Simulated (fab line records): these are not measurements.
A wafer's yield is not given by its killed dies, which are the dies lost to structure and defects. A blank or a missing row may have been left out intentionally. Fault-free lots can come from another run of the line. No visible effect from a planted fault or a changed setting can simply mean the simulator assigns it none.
Chamber matching / flow n5_finfet / N5_MOL_CONTACT_COAG_STRIP_98 on rie_diel-04: 4 sister chambers
The step strips in N2/H2. 8 wafers are shown with their chamber, then 7 later ones without.

WAFERS, EACH WITH ITS CHAMBER
wafer=L083.3; chamber=0; showerhead_plenum_p_Torr (Torr)=3.44; drypump_motor_current_A (A)=6.2
wafer=L087.4; chamber=1; showerhead_plenum_p_Torr (Torr)=3.30; drypump_motor_current_A (A)=6.3
wafer=L088.2; chamber=1; showerhead_plenum_p_Torr (Torr)=3.30; drypump_motor_current_A (A)=6.2
wafer=L090.2; chamber=3; showerhead_plenum_p_Torr (Torr)=3.44; drypump_motor_current_A (A)=5.5
wafer=L090.3; chamber=2; showerhead_plenum_p_Torr (Torr)=3.34; drypump_motor_current_A (A)=5.6
wafer=L090.6; chamber=3; showerhead_plenum_p_Torr (Torr)=3.44; drypump_motor_current_A (A)=5.5
wafer=L091.1; chamber=0; showerhead_plenum_p_Torr (Torr)=3.44; drypump_motor_current_A (A)=6.2
wafer=L091.3; chamber=2; showerhead_plenum_p_Torr (Torr)=3.33; drypump_motor_current_A (A)=5.6

WAFERS WITHOUT THEIR CHAMBER
wafer=L091.6; showerhead_plenum_p_Torr (Torr)=3.43; drypump_motor_current_A (A)=5.5
wafer=L093.3; showerhead_plenum_p_Torr (Torr)=3.33; drypump_motor_current_A (A)=5.6
wafer=L093.4; showerhead_plenum_p_Torr (Torr)=3.44; drypump_motor_current_A (A)=6.2
wafer=L093.5; showerhead_plenum_p_Torr (Torr)=3.43; drypump_motor_current_A (A)=5.6
wafer=L095.4; showerhead_plenum_p_Torr (Torr)=3.29; drypump_motor_current_A (A)=6.2
wafer=L095.5; showerhead_plenum_p_Torr (Torr)=3.43; drypump_motor_current_A (A)=5.5
wafer=L095.6; showerhead_plenum_p_Torr (Torr)=3.33; drypump_motor_current_A (A)=5.6

EACH ONE'S CHAMBER
wafer=L091.6; from the rows above=3; in truth=3
wafer=L093.3; from the rows above=2; in truth=2
wafer=L093.4; from the rows above=0; in truth=0
wafer=L093.5; from the rows above=3; in truth=3
wafer=L095.4; from the rows above=1; in truth=1
wafer=L095.5; from the rows above=3; in truth=3
wafer=L095.6; from the rows above=2; in truth=2
Placed correctly: 7 of 7. From these rows, 0 cannot be placed. Wrongly placed: 0.
How it was worked out, from the rows above alone: a wafer's distance from a chamber is the root of the sum, over the readings, of the square of ((its reading less the chamber's mean) divided by the reading's scatter). The wafer belongs to the nearest chamber; if the next one is less than 2 further off, it can't be placed. A chamber's mean is the mean of its shown wafers. How the scatter is found: for the shown wafers, subtract from each reading the mean of its chamber, square and add these, divide the total by (wafers less chambers), then take the root.
